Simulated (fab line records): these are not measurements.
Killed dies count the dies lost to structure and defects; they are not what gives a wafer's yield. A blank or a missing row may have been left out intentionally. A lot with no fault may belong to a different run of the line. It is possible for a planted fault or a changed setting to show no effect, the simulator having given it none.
Chamber matching ; flow n5 finfet ; pecvd-02 running N5_BEOL_M4_DEP_57: 3 sister chambers
The step deposits SiCN from 3MS/NH3, target thk 8 nm, time 14 s. 6 wafers are shown with their chamber, then 10 later ones without.

WAFERS PAIRED WITH THEIR CHAMBERS
wafer;chamber;showerhead plenum p Torr (Torr);throttle valve pct (%)
L082.6;1;3.676;9.1
L085.4;2;3.648;9.0
L084.5;0;3.659;8.5
L084.6;1;3.680;9.2
L087.3;2;3.649;9.1
L087.4;0;3.668;8.4

WAFERS WITHOUT THEIR CHAMBER
wafer;showerhead plenum p Torr (Torr);throttle valve pct (%)
L087.6;3.656;9.0
L091.1;3.651;9.0
L091.2;3.673;9.3
L091.3;3.660;8.6
L094.1;3.663;9.3
L094.4;3.659;8.4
L094.6;3.666;9.3
L097.1;3.671;9.6
L097.5;3.660;8.5
L097.6;3.671;9.2

CHAMBER TAKEN BY EACH
wafer;from the rows above;in truth
L087.6;2;2
L091.1;2;2
L091.2;1;1
L091.3;0;0
L094.1;can't be placed: 1 or 2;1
L094.4;0;0
L094.6;can't be placed: 1 or 2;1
L097.1;1;1
L097.5;0;0
L097.6;1;1
Placed correctly: 8 of 10. These rows do not allow placing 2 (true chamber among the candidates in 2). 0 placed wrongly.
How it was worked out, from the rows above alone: a wafer's distance from a chamber is the root of the sum, over the readings, of the square of ((its reading less the chamber's mean) divided by the reading's scatter). The wafer belongs to the nearest chamber; if the next one is less than 2 further off, it can't be placed. Each chamber's mean is taken over the wafers shown for it. The scatter is the square root of a quotient: the sum, over the shown wafers, of each reading's squared deviation from its chamber's mean, divided by wafers minus chambers.
